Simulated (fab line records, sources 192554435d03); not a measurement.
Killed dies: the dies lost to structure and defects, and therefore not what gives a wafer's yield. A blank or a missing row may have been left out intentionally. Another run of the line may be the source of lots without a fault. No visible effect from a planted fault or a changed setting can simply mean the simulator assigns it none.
Matching of chambers / flow n5-finfet / N5_BEOL_M15_ETCH_59 on rie-diel-05 has 4 sister chambers
The step etches BARC in N2/H2, target depth 89 nm, overetch 26.7 nm, time 67.9 s. 8 wafers are shown with their chamber, then 12 later ones without.

## WAFERS, EACH WITH ITS CHAMBER
wafer=L089.6; chamber=1; showerhead-plenum-p-Torr (Torr)=2.58; drypump-motor-current-A (A)=6.0
wafer=L090.3; chamber=1; showerhead-plenum-p-Torr (Torr)=2.57; drypump-motor-current-A (A)=6.0
wafer=L093.3; chamber=0; showerhead-plenum-p-Torr (Torr)=2.42; drypump-motor-current-A (A)=5.1
wafer=L093.5; chamber=2; showerhead-plenum-p-Torr (Torr)=2.43; drypump-motor-current-A (A)=5.0
wafer=L093.6; chamber=3; showerhead-plenum-p-Torr (Torr)=2.61; drypump-motor-current-A (A)=5.8
wafer=L092.1; chamber=2; showerhead-plenum-p-Torr (Torr)=2.43; drypump-motor-current-A (A)=5.1
wafer=L092.2; chamber=0; showerhead-plenum-p-Torr (Torr)=2.42; drypump-motor-current-A (A)=5.1
wafer=L092.5; chamber=3; showerhead-plenum-p-Torr (Torr)=2.61; drypump-motor-current-A (A)=5.8

## WAFERS WITHOUT THEIR CHAMBER
wafer=L094.2; showerhead-plenum-p-Torr (Torr)=2.57; drypump-motor-current-A (A)=5.9
wafer=L094.3; showerhead-plenum-p-Torr (Torr)=2.42; drypump-motor-current-A (A)=5.2
wafer=L094.6; showerhead-plenum-p-Torr (Torr)=2.42; drypump-motor-current-A (A)=5.1
wafer=L095.2; showerhead-plenum-p-Torr (Torr)=2.43; drypump-motor-current-A (A)=5.0
wafer=L095.5; showerhead-plenum-p-Torr (Torr)=2.57; drypump-motor-current-A (A)=6.0
wafer=L095.6; showerhead-plenum-p-Torr (Torr)=2.61; drypump-motor-current-A (A)=5.8
wafer=L097.2; showerhead-plenum-p-Torr (Torr)=2.43; drypump-motor-current-A (A)=5.0
wafer=L097.3; showerhead-plenum-p-Torr (Torr)=2.61; drypump-motor-current-A (A)=5.8
wafer=L097.6; showerhead-plenum-p-Torr (Torr)=2.43; drypump-motor-current-A (A)=5.0
wafer=L096.4; showerhead-plenum-p-Torr (Torr)=2.43; drypump-motor-current-A (A)=5.0
wafer=L096.5; showerhead-plenum-p-Torr (Torr)=2.57; drypump-motor-current-A (A)=6.0
wafer=L096.6; showerhead-plenum-p-Torr (Torr)=2.61; drypump-motor-current-A (A)=5.8

## WHICH CHAMBER EACH ONE RAN IN
wafer=L094.2; from the rows above=1; in truth=1
wafer=L094.3; from the rows above=0; in truth=0
wafer=L094.6; from the rows above=0; in truth=0
wafer=L095.2; from the rows above=2; in truth=2
wafer=L095.5; from the rows above=1; in truth=1
wafer=L095.6; from the rows above=3; in truth=3
wafer=L097.2; from the rows above=2; in truth=2
wafer=L097.3; from the rows above=3; in truth=3
wafer=L097.6; from the rows above=2; in truth=2
wafer=L096.4; from the rows above=2; in truth=2
wafer=L096.5; from the rows above=1; in truth=1
wafer=L096.6; from the rows above=3; in truth=3
Correctly placed: 12 of 12. From these rows, 0 cannot be placed. Wrongly placed: 0.
How it was worked out, from the rows above alone: a wafer's distance from a chamber is the root of the sum, over the readings, of the square of ((its reading less the chamber's mean) divided by the reading's scatter). The wafer belongs to the nearest chamber; if the next one is less than 2 further off, it can't be placed. Each chamber's mean is taken over the wafers shown for it. The scatter: take each reading less its chamber's mean, square it, sum over the shown wafers, divide by the number of wafers less the number of chambers, and take the root.
